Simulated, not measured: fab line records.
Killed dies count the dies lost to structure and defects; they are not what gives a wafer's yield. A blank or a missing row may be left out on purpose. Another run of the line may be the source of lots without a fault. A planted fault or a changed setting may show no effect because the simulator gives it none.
fab line records	flow n5-finfet
record lots=7	wafers=21
route steps=1938 shown ZERO_LAYER@9 FIN_SAQP@96 DUMMY_GATE@225 SD_EPI_N@263
start-h: the number of hours between the record's first day and the start of the first shown wafer of the lot	wait-h: hours elapsed since this lot's preceding step	" as in the row above	L1.1+2: one row covering several wafers at once	- value missing, or start not given	* or withheld: withheld	< > ~ a bound
route shown NAME@n: names a module that has steps shown in the file, with the first one's number in the route	usual: mean/standard deviation taken from wafers without a fault	same: alike in all rows	chamber/n: place in a boat	sites: each site's reading	_std_site: the values' standard deviation	_edge_site: mean of outer sites minus mean of inner sites	radius-mm: how far each site lies from the wafer's centre	mask NAME#n: copy n	behind: tool/chamber where the wafer was last shaped	hold: why the lot went on hold/how many hours it stayed there/how the hold came to an end	device: the n, p or np transistor that did not switch	end of line: tests of these same wafers at the route's end	step lacking rows: just its recipe	killed: dies that structure and defects cost at the first sort, which is not the same as the wafer's yield	map: shows each die of a wafer: x if killed, . if not, _ if none is there
set.NAME: the setting as run; set.NAME@STEP: as run at that earlier step	model.NAME: the simulator's own value behind a step, which no gauge read
lots run with intentionally changed settings; tables by step, rows by wafer
## steps
# step N5_ZERO_LAYER_EXPOSE_08
# recipe mask-id=ZERO	na=0.55	source-shape=conventional	sigma-outer=0.8	polarization=unpolarized	defocus-nm=0	target-cd-nm=2000	dose-mj=16.2
lot.wafer	tool	chamber	start-h	wait-h	mask	set.dose-mj
L077.2+4	krf-scanner-01	0	30.47	-	ZERO#0	16.2
L077.5	"	0	"	"	ZERO#0	16.93
L082.1+4	krf-scanner-01	0	60.46	-	ZERO#0	16.2
L082.2	"	0	"	"	ZERO#0	15.26
L083.2	krf-scanner-01	0	66.50	-	ZERO#0	15.53
L083.4+5	"	0	"	"	ZERO#0	16.2
L086.1+3	krf-scanner-02	0	84.59	-	ZERO#0	16.2
L086.5	"	0	"	"	ZERO#0	17.1
L087.1+2	krf-scanner-01	0	90.59	-	ZERO#0	16.2
L087.4	"	0	"	"	ZERO#0	17
L090.2+3	krf-scanner-02	0	108.47	-	ZERO#0	16.2
L090.5	"	0	"	"	ZERO#0	15.7
L092.1+2+4	krf-scanner-01	0	120.59	-	ZERO#0	16.2
# step N5_ZERO_LAYER_DEVELOP_10
# recipe develop-time-s=60	rinse-liquid=diw	dry=air-spin	dev-temp-c=21
lot.wafer	tool	chamber	start-h	wait-h	set.develop-time-s
L077.2	litho-track-04	0	-	-	60
L077.4+5	"	0	"	"	52.13
L082.1+2+4	litho-track-02	0	-	-	60
L083.2+5	litho-track-04	0	-	-	60
L083.4	"	0	"	"	70.13
L086.1	litho-track-04	0	-	-	60
L086.3+5	"	0	"	"	65.11
L087.1+4	litho-track-04	0	-	-	50.25
L087.2	"	0	"	"	60
L090.2+5	litho-track-03	0	-	-	69.31
L090.3	"	0	"	"	60
L092.1+2+4	litho-track-04	0	-	-	60
# step N5_ZERO_LAYER_HARDBAKE_23
# recipe temp-c=130	time-s=120
# step N5_ZERO_LAYER_CD_MEAS_11
# recipe target-cd-nm=2000	landing-energy-ev=500	detector=se-inlens
# usual cd-nm=1999.9/2.4
lot.wafer	tool	chamber	start-h	wait-h	set.dose-mj@ZERO_LAYER_EXPOSE_08	cd-nm
L077.2	cd-sem-01	0	30.64	-	16.2	1995.1
L077.4	"	0	"	"	16.2	1997.7
L077.5	"	0	"	"	16.93	2001.6
L082.1	cd-sem-01	0	60.64	-	16.2	2003.6
L082.2	"	0	"	"	15.26	1992.0
L082.4	"	0	"	"	16.2	2002.7
L083.2	cd-sem-02	0	66.67	-	15.53	1991.6
L083.4	"	0	"	"	16.2	2002.2
L083.5	"	0	"	"	16.2	1999.2
L086.1	cd-sem-01	0	84.77	-	16.2	1997.4
L086.3	"	0	"	"	16.2	2000.3
L086.5	"	0	"	"	17.1	2009.7
L087.1	cd-sem-02	0	90.77	-	16.2	1993.7
L087.2	"	0	"	"	16.2	1998.0
L087.4	"	0	"	"	17	2004.4
L090.2	cd-sem-01	0	108.64	-	16.2	2004.9
L090.3	"	0	"	"	16.2	1995.7
L090.5	"	0	"	"	15.7	1993.1
L092.1	cd-sem-03	0	120.77	-	16.2	2000.0
L092.2	"	0	"	"	16.2	2002.7
L092.4	"	0	"	"	16.2	1998.6
# step N5_FIN_SAQP_HM_DEP_03
# recipe material=SiNx	target-thk-a=380	temp-c=400	precursor=SiH4/NH3/N2	pressure-torr=1.5	rf-w=300	time-s=33.6
lot.wafer	tool	chamber	start-h	wait-h	set.time-s	model.SiNx_of_FIN_SAQP_HM_DEP_03.thk-nm
L077.2	pecvd-02	1	38.46	0.2	33.6	38.45
L077.4	"	1	"	"	33.6	38.76
L077.5	"	1	"	"	33.6	38.9
L082.1	pecvd-04	1	69.91	0.2	32.12	36.04
L082.2	"	2	"	"	33.6	38.13
L082.4	"	1	"	"	33.6	38.17
L083.2	pecvd-04	0	74.80	0.2	33.6	37.67
L083.4	"	2	"	"	33.6	38.86
L083.5	"	0	"	"	33.6	37.99
L086.1	pecvd-01	0	94.76	0.2	29.32	33.16
L086.3	"	1	"	"	33.6	36.86
L086.5	"	1	"	"	33.6	37.55
L087.1	pecvd-02	2	99.90	0.2	38.27	43.52
L087.2	"	0	"	"	33.6	38.38
L087.4	"	0	"	"	33.6	38.77
L090.2	pecvd-04	0	118.15	0.2	34.87	38.28
L090.3	"	1	"	"	33.6	37.67
L090.5	"	2	"	"	34.87	39.81
L092.1	pecvd-04	2	129.63	0.2	33.6	37.76
L092.2	"	0	"	"	33.6	37.23
L092.4	"	2	"	"	33.6	38.6
# step N5_FIN_SAQP_THK_MEAS_05
# usual thk-nm=38.1/0.57
lot.wafer	tool	chamber	start-h	wait-h	set.time-s@FIN_SAQP_HM_DEP_03	thk-nm
L077.2	film-metro-02	-	38.57	0.1	33.6	38.4
L077.4	"	-	"	"	33.6	38.8
L077.5	"	-	"	"	33.6	38.9
L082.1	film-metro-02	-	70.00	0.1	32.12	36.1
L082.2	"	-	"	"	33.6	38.1
L082.4	"	-	"	"	33.6	38.2
L083.2	film-metro-02	-	74.89	0.1	33.6	37.7
L083.4	"	-	"	"	33.6	38.9
L083.5	"	-	"	"	33.6	38.0
L086.1	film-metro-02	-	94.85	0.1	29.32	33.2
L086.3	"	-	"	"	33.6	36.8
L086.5	"	-	"	"	33.6	37.5
L087.1	film-metro-02	-	100.00	0.1	38.27	43.5
L087.2	"	-	"	"	33.6	38.4
L087.4	"	-	"	"	33.6	38.8
L090.2	film-metro-02	-	118.24	0.1	34.87	38.3
L090.3	"	-	"	"	33.6	37.7
L090.5	"	-	"	"	34.87	39.8
L092.1	film-metro-02	-	129.72	0.1	33.6	37.8
L092.2	"	-	"	"	33.6	37.2
L092.4	"	-	"	"	33.6	38.6
# step N5_FIN_SAQP_PECVD_48
# recipe material=SiNx	target-thk-a=250	temp-c=400	precursor=SiH4/NH3/N2	pressure-torr=1.5	rf-w=300	time-s=22.1
lot.wafer	tool	chamber	start-h	wait-h	set.time-s	model.SiNx_of_FIN_SAQP_PECVD_48.thk-nm
L077.2	pecvd-01	2	38.65	0.0	22.1	24.58
L077.4	"	0	"	"	21.18	23.96
L077.5	"	1	"	"	21.18	23.98
L082.1	pecvd-01	0	70.08	0.0	22.1	25.01
L082.2	"	1	"	"	24.77	27.6
L082.4	"	0	"	"	22.1	25.11
L083.2	pecvd-02	2	74.97	0.0	22.1	25.13
L083.4	"	0	"	"	20.28	22.94
L083.5	"	2	"	"	20.28	23.25
L086.1	pecvd-04	1	94.93	0.0	22.1	24.51
L086.3	"	2	"	"	23.34	25.85
L086.5	"	2	"	"	22.1	25.49
L087.1	pecvd-04	0	100.08	0.0	22.1	24.73
L087.2	"	1	"	"	22.1	24.42
L087.4	"	1	"	"	19.96	22.43
L090.2	pecvd-01	1	118.33	0.0	22.1	24.79
L090.3	"	2	"	"	22.1	25.48
L090.5	"	2	"	"	22.1	25.12
L092.1	pecvd-02	2	129.80	0.0	22.1	24.72
L092.2	"	0	"	"	22.1	24.83
L092.4	"	2	"	"	22.1	25.37
# step N5_FIN_SAQP_PECVD_06
# recipe material=a-Si	target-thk-a=600	temp-c=400	precursor=SiH4/He	pressure-torr=3	rf-w=100	time-s=48.1
# step N5_FIN_SAQP_MANDREL1_REMOVE_56
# recipe chemistry=HBr/Cl2/O2	bt-time-s=10	target=a-Si	stop-on=SiNx	endpoint=OES-SiCl	over-etch-frac=1	icp-w=600	bias-w=22	HBr_flow_sccm=150	Cl2_flow_sccm=80	O2_flow_sccm=5	pressure-mtorr=10
# step N5_FIN_SAQP_ETCH_57
# recipe chemistry=CH3F/O2	target=SiNx	mask-material=SiO2	target-depth-a=325	time-s=46.4	pressure-mtorr=30	source-w=395	bias-w=73	Ar_flow_sccm=150	CH3F_flow_sccm=30	O2_flow_sccm=20	ion-energy-ev=120	ends=cleared
# usual etch-rf-on-time-s=46.1/1
lot.wafer	tool	chamber	start-h	wait-h	set.time-s@FIN_SAQP_PECVD_48	etch-rf-on-time-s	model.etch.depth-nm
L077.2	rie-diel-05	1	41.79	0.2	22.1	45.4	24.58
L077.4	"	0	"	"	21.18	43.9	23.72
L077.5	"	2	"	"	21.18	43.4	23.98
L082.1	rie-diel-05	1	72.83	0.1	22.1	45.9	25.01
L082.2	"	0	"	"	24.77	50.9	27.6
L082.4	"	2	"	"	22.1	45.0	25.11
L083.2	rie-diel-03	3	77.75	0.1	22.1	48.2	25.11
L083.4	"	0	"	"	20.28	41.7	22.94
L083.5	"	1	"	"	20.28	43.3	23.25
L086.1	rie-diel-05	1	97.69	0.0	22.1	44.6	24.51
L086.3	"	0	"	"	23.34	47.2	25.85
L086.5	"	3	"	"	22.1	46.9	25.49
L087.1	rie-diel-04	3	102.94	0.0	22.1	46.0	24.73
L087.2	"	0	"	"	22.1	45.4	24.41
L087.4	"	1	"	"	19.96	40.2	22.43
L090.2	rie-diel-03	0	121.69	0.0	22.1	45.0	24.79
L090.3	"	1	"	"	22.1	47.1	25.48
L090.5	"	1	"	"	22.1	46.2	25.12
L092.1	rie-diel-04	3	132.51	0.1	22.1	45.6	24.71
L092.2	"	0	"	"	22.1	46.2	24.83
L092.4	"	1	"	"	22.1	46.0	25.37
# step N5_FIN_SAQP_ETCH_65
# recipe chemistry=CF4	target=SiO2	target-depth-a=40	ion-energy-ev=350	time-s=4.4	pressure-mtorr=10	icp-w=800	bias-w=400	cf4-flow-sccm=80
# step N5_FIN_SAQP_MANDREL_ETCH_58
# recipe chemistry=HBr/Cl2	target=a-Si	target-depth-a=450	bt-time-s=10	stop-on=SiNx	mask-material=SiO2	over-etch-frac=0.8	time-s=27	pressure-mtorr=10	icp-w=800	bias-w=75	HBr_flow_sccm=150	Cl2_flow_sccm=80	ends=end-point
# step N5_FIN_SAQP_SPACER2_ALD_28
# recipe material=SiO2	target-thk-a=81	temp-c=300	ald-precursor-family=BDEAS	ald-co-reactant=O2-plasma	pulse-time-s=1	purge-time-s=2	co-reactant-purge-time-s=2	pressure-torr=2
# step N5_FIN_SAQP_SPACER2_ETCHBACK_29
# recipe chemistry=CHF3/O2	mode=anisotropic-etchback	target=SiO2	target-depth-a=122	time-s=6.1	pressure-mtorr=30	source-w=650	bias-w=170	Ar_flow_sccm=200	CHF3_flow_sccm=50	O2_flow_sccm=5	ion-energy-ev=200
# step N5_FIN_SAQP_MANDREL2_REMOVE_60
# recipe chemistry=HBr/Cl2/O2	bt-time-s=10	target=a-Si	stop-on=SiNx	endpoint=OES-SiCl	over-etch-frac=1	icp-w=600	bias-w=22	HBr_flow_sccm=150	Cl2_flow_sccm=80	O2_flow_sccm=5	pressure-mtorr=10
lot.wafer	tool	chamber	start-h	wait-h	set.time-s@FIN_SAQP_HM_DEP_03	model.SiNx_of_FIN_SAQP_HM_DEP_03.thk-nm
L077.2	rie-si-04	2	43.46	0.1	33.6	37.8
L077.4+5	"	1,3	"	"	33.6	38.2
L082.1	rie-si-06	3	74.28	0.1	32.12	35.2
L082.2	"	0	"	"	33.6	37.2
L082.4	"	2	"	"	33.6	37.6
L083.2	rie-si-04	1	79.20	0.1	33.6	37
L083.4	"	0	"	"	33.6	38.2
L083.5	"	0	"	"	33.6	37.4
L086.1	rie-si-06	3	99.96	0.1	29.32	32.6
L086.3	"	2	"	"	33.6	36.2
L086.5	"	2	"	"	33.6	37
L087.1	rie-si-04	2	104.44	0.1	38.27	42.8
L087.2	"	0	"	"	33.6	37.8
L087.4	"	1	"	"	33.6	38.2
L090.2	rie-si-05	1	123.23	0.1	34.87	37.6
L090.3	"	3	"	"	33.6	37
L090.5	"	3	"	"	34.87	39.2
L092.1	rie-si-06	1	134.12	0.1	33.6	36.8
L092.2	"	3	"	"	33.6	36.4
L092.4	"	0	"	"	33.6	38
# step N5_FIN_SAQP_HM_OPEN_33
# recipe chemistry=CH3F/O2	target=SiNx	mask-material=SiO2	target-depth-a=494	time-s=70.6	pressure-mtorr=30	source-w=395	bias-w=73	Ar_flow_sccm=150	CH3F_flow_sccm=30	O2_flow_sccm=20	ion-energy-ev=120	ends=cleared
# usual etch-rf-on-time-s=69.2/1.5
lot.wafer	tool	chamber	start-h	wait-h	set.time-s@FIN_SAQP_HM_DEP_03	etch-rf-on-time-s	model.etch.depth-nm
L077.2	rie-diel-05	3	43.63	0.1	33.6	70.2	37.81
L077.4	"	2	"	"	33.6	69.2	38.13
L077.5	"	2	"	"	33.6	69.0	38.26
L082.1	rie-diel-05	2	74.44	0.0	32.12	63.3	35.2
L082.2	"	1	"	"	33.6	68.4	37.27
L082.4	"	0	"	"	33.6	69.6	37.54
L083.2	rie-diel-03	3	79.36	0.0	33.6	70.6	37.04
L083.4	"	2	"	"	33.6	70.6	38.24
L083.5	"	1	"	"	33.6	69.0	37.36
L086.1	rie-diel-05	3	100.26	0.2	29.32	60.7	32.53
L086.3	"	2	"	"	33.6	65.8	36.23
L086.5	"	1	"	"	33.6	68.1	36.93
L087.1	rie-diel-04	2	104.64	0.1	38.27	79.5	42.89
L087.2	"	3	"	"	33.6	69.8	37.75
L087.4	"	0	"	"	33.6	70.7	38.14
L090.2	rie-diel-05	3	123.47	0.1	34.87	70.2	37.65
L090.3	"	2	"	"	33.6	67.1	37.05
L090.5	"	0	"	"	34.87	72.3	39.17
L092.1	rie-diel-03	1	134.28	0.0	33.6	68.5	36.89
L092.2	"	3	"	"	33.6	69.0	36.39
L092.4	"	2	"	"	33.6	70.6	37.98
# step N5_FIN_SAQP_ETCH_34
# recipe chemistry=C4F6/O2	target=SiO2	target-depth-a=450	time-s=15	ion-energy-ev=250	pressure-mtorr=30	source-w=345	bias-w=185	Ar_flow_sccm=300	C4F6_flow_sccm=10	O2_flow_sccm=10	ends=cleared
# step N5_FIN_SAQP_STRIP_77
# recipe chemistry=N2/H2	time-s=90	power-w=100	temp-c=40	pressure-mtorr=100	rf-frequency-hz=6e+07	bias-power-w=3	n2-flow-sccm=300	h2-flow-sccm=300
# step N5_FIN_SAQP_ETCH_64
# recipe chemistry=CF4	target=SiO2	target-depth-a=15	ion-energy-ev=350	pressure-mtorr=10	icp-w=800	bias-w=400	cf4-flow-sccm=80
# step N5_FIN_SAQP_FIN_ETCH_36
# recipe chemistry=HBr/Cl2/O2	target-depth-a=1200	mask-material=SiNx	time-s=50.4	bias-w=102	pressure-mtorr=10	icp-w=800	HBr_flow_sccm=150	Cl2_flow_sccm=80	O2_flow_sccm=12
lot.wafer	tool	chamber	start-h	wait-h	set.time-s@FIN_SAQP_HM_DEP_03	model.SiNx_of_FIN_SAQP_HM_DEP_03.thk-nm
L077.2	rie-si-06	3	43.92	0.0	33.6	21.2
L077.4	"	1	"	"	33.6	21.8
L077.5	"	1	"	"	33.6	22
L082.1	rie-si-05	1	74.72	0.0	32.12	19
L082.2	"	3	"	"	33.6	21.2
L082.4	"	0	"	"	33.6	21.4
L083.2	rie-si-05	0	79.65	0.0	33.6	20.8
L083.4	"	2	"	"	33.6	21.6
L083.5	"	3	"	"	33.6	21.4
L086.1	rie-si-05	1	100.54	0.0	29.32	16.4
L086.3	"	3	"	"	33.6	20.2
L086.5	"	0	"	"	33.6	21
L087.1	rie-si-05	1	104.93	0.0	38.27	26.8
L087.2	"	3	"	"	33.6	21.6
L087.4	"	2	"	"	33.6	21.8
L090.2	rie-si-04	0	123.76	0.0	34.87	21.6
L090.3	"	1	"	"	33.6	20.8
L090.5	"	1	"	"	34.87	23
L092.1	rie-si-05	1	134.57	0.0	33.6	21
L092.2	"	3	"	"	33.6	20.2
L092.4	"	0	"	"	33.6	22
# step N5_DUMMY_GATE_COAT_09
# recipe resist=CAR-EUV	spin-rpm=1500	resist-thk-nm=30
lot.wafer	tool	chamber	start-h	wait-h	set.spin-rpm	model.CAR-EUV_of_DUMMY_GATE_COAT_09.thk-nm
L077.2	litho-track-03	0	-	-	1587	29.2
L077.4+5	"	0	"	"	1500	30.2
L082.1+2+4	litho-track-02	0	-	-	1500	30
L083.2+5	litho-track-02	0	-	-	1365	31.4
L083.4	"	0	"	"	1500	30
L086.1	litho-track-04	0	-	-	1389	31.2
L086.3+5	"	0	"	"	1500	30
L087.1	litho-track-04	0	-	-	1599	29
L087.2	"	0	"	"	1599	29.2
L087.4	"	0	"	"	1500	30
L090.2	litho-track-02	0	-	-	1345	31.6
L090.3+5	"	0	"	"	1500	30
L092.1+2+4	litho-track-03	0	-	-	1500	30.2
# step N5_DUMMY_GATE_EBR_11
# recipe solvent=PGMEA	ebr-width-mm=1.5
# step N5_DUMMY_GATE_SOFTBAKE_10
# recipe temp-c=110	time-s=60	resist=CAR-EUV
# step N5_DUMMY_GATE_DESCUM_20
# recipe chemistry=O2	time-s=6.2	source-power-w=50	bias-power-w=20	pressure-mtorr=20	rf-frequency-hz=2.712e+07	temp-c=40	resist=CAR-EUV	o2-flow-sccm=225
lot.wafer	tool	chamber	start-h	wait-h	set.spin-rpm@DUMMY_GATE_COAT_09	model.CAR-EUV_of_DUMMY_GATE_COAT_09.thk-nm
L077.2	rie-diel-02	1	72.02	0.1	1587	25.8
L077.4+5	"	2,1	"	"	1500	26.8
L082.1+2+4	rie-diel-06	0,2,3	94.63	0.0	1500	26.4
L083.2+5	rie-diel-01	3,1	99.85	0.5	1365	27.8
L083.4	"	3	"	"	1500	26.4
L086.1	rie-diel-01	1	122.54	0.3	1389	27.6
L086.3	"	3	"	"	1500	26.4
L086.5	"	2	"	"	1500	26.6
L087.1	rie-diel-06	0	124.36	0.0	1599	25.4
L087.2	"	1	"	"	1599	25.6
L087.4	"	2	"	"	1500	26.4
L090.2	rie-diel-01	2	147.08	0.0	1345	28.2
L090.3+5	"	3,2	"	"	1500	26.6
L092.1+2+4	rie-diel-06	3,0,1	158.78	0.0	1500	26.6
# step N5_DUMMY_GATE_ETCH_29
# recipe chemistry=N2/H2	target=underlayer	target-depth-a=130	ion-energy-ev=200	pressure-mtorr=30	source-w=840	bias-w=150	n2-flow-sccm=200	h2-flow-sccm=200
lot.wafer	tool	chamber	start-h	wait-h	set.spin-rpm@DUMMY_GATE_COAT_09	model.CAR-EUV_of_DUMMY_GATE_COAT_09.thk-nm
L077.2	rie-diel-02	1	72.09	0.0	1587	18.4
L077.4	"	2	"	"	1500	19.4
L077.5	"	1	"	"	1500	19.2
L082.1	rie-diel-06	0	94.69	0.0	1500	19
L082.2	"	2	"	"	1500	18.6
L082.4	"	3	"	"	1500	18.8
L083.2+5	rie-diel-01	3,1	99.92	0.0	1365	20.2
L083.4	"	3	"	"	1500	18.8
L086.1	rie-diel-01	1	122.60	0.0	1389	20.2
L086.3+5	"	3,2	"	"	1500	19
L087.1	rie-diel-06	0	124.42	0.0	1599	18
L087.2	"	1	"	"	1599	18.2
L087.4	"	2	"	"	1500	18.6
L090.2	rie-diel-01	2	147.14	0.0	1345	20.4
L090.3	"	3	"	"	1500	19
L090.5	"	2	"	"	1500	18.8
L092.1	rie-diel-06	3	158.84	0.0	1500	18.8
L092.2+4	"	0,1	"	"	1500	19
# step N5_SD_EPI_N_COAT_33
# recipe resist=SiARC	temp-c=220	time-s=60	spin-rpm=1500	resist-thk-nm=35
lot.wafer	tool	chamber	start-h	wait-h	set.spin-rpm	model.SiARC_of_SD_EPI_N_COAT_33.thk-nm
L077.2+4+5	litho-track-01	0	-	-	1500	35
L082.1+4	litho-track-05	0	-	-	1500	35
L082.2	"	0	"	"	1374	36.4
L083.2+5	litho-track-01	0	-	-	1500	35
L083.4	"	0	"	"	1618	33.8
L086.1	litho-track-02	0	-	-	1500	35
L086.3	"	0	"	"	1414	36.2
L086.5	"	0	"	"	1414	36
L087.1	litho-track-02	0	-	-	1500	34.8
L087.2+4	"	0	"	"	1500	35
L090.2+5	litho-track-01	0	-	-	1416	36.2
L090.3	"	0	"	"	1500	35.2
L092.1	litho-track-05	0	-	-	1500	35
L092.2+4	"	0	"	"	1500	35.2
## key
split step=N5_ZERO_LAYER_EXPOSE_08	setting=dose-mj	stated=16.2	by=wafer
response step=N5_ZERO_LAYER_CD_MEAS_11	reading=cd-nm	change=+1.85	per=1%	r=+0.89
split step=N5_ZERO_LAYER_DEVELOP_10	setting=develop-time-s	stated=60	by=wafer
response none clear
split step=N5_FIN_SAQP_HM_DEP_03	setting=time-s	stated=33.6	by=wafer
response step=N5_FIN_SAQP_HM_DEP_03	reading=model.SiNx_of_FIN_SAQP_HM_DEP_03.thk-nm	change=+0.346	per=1%	r=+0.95
response step=N5_FIN_SAQP_THK_MEAS_05	reading=thk-nm	change=*	per=1%	r=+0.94
response step=N5_FIN_SAQP_MANDREL2_REMOVE_60	reading=model.SiNx_of_FIN_SAQP_HM_DEP_03.thk-nm	change=+0.341	per=1%	r=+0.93
response step=N5_FIN_SAQP_HM_OPEN_33	reading=etch-rf-on-time-s	change=*	per=1%	r=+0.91
response step=N5_FIN_SAQP_HM_OPEN_33	reading=model.etch.depth-nm	change=+0.347	per=1%	r=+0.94
response step=N5_FIN_SAQP_FIN_ETCH_36	reading=model.SiNx_of_FIN_SAQP_HM_DEP_03.thk-nm	change=+0.36	per=1%	r=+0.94
split step=N5_FIN_SAQP_PECVD_48	setting=time-s	stated=22.1	by=wafer
response step=N5_FIN_SAQP_PECVD_48	reading=model.SiNx_of_FIN_SAQP_PECVD_48.thk-nm	change=+0.212	per=1%	r=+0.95
response step=N5_FIN_SAQP_ETCH_57	reading=etch-rf-on-time-s	change=*	per=1%	r=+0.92
response step=N5_FIN_SAQP_ETCH_57	reading=model.etch.depth-nm	change=+0.213	per=1%	r=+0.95
split step=N5_DUMMY_GATE_COAT_09	setting=spin-rpm	stated=1500	by=wafer
response step=N5_DUMMY_GATE_COAT_09	reading=model.CAR-EUV_of_DUMMY_GATE_COAT_09.thk-nm	change=-0.156	per=1%	r=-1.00
response step=N5_DUMMY_GATE_DESCUM_20	reading=model.CAR-EUV_of_DUMMY_GATE_COAT_09.thk-nm	change=-0.153	per=1%	r=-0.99
response step=N5_DUMMY_GATE_ETCH_29	reading=model.CAR-EUV_of_DUMMY_GATE_COAT_09.thk-nm	change=-0.142	per=1%	r=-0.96
split step=N5_SD_EPI_N_COAT_33	setting=spin-rpm	stated=1500	by=wafer
response step=N5_SD_EPI_N_COAT_33	reading=model.SiARC_of_SD_EPI_N_COAT_33.thk-nm	change=-0.168	per=1%	r=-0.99
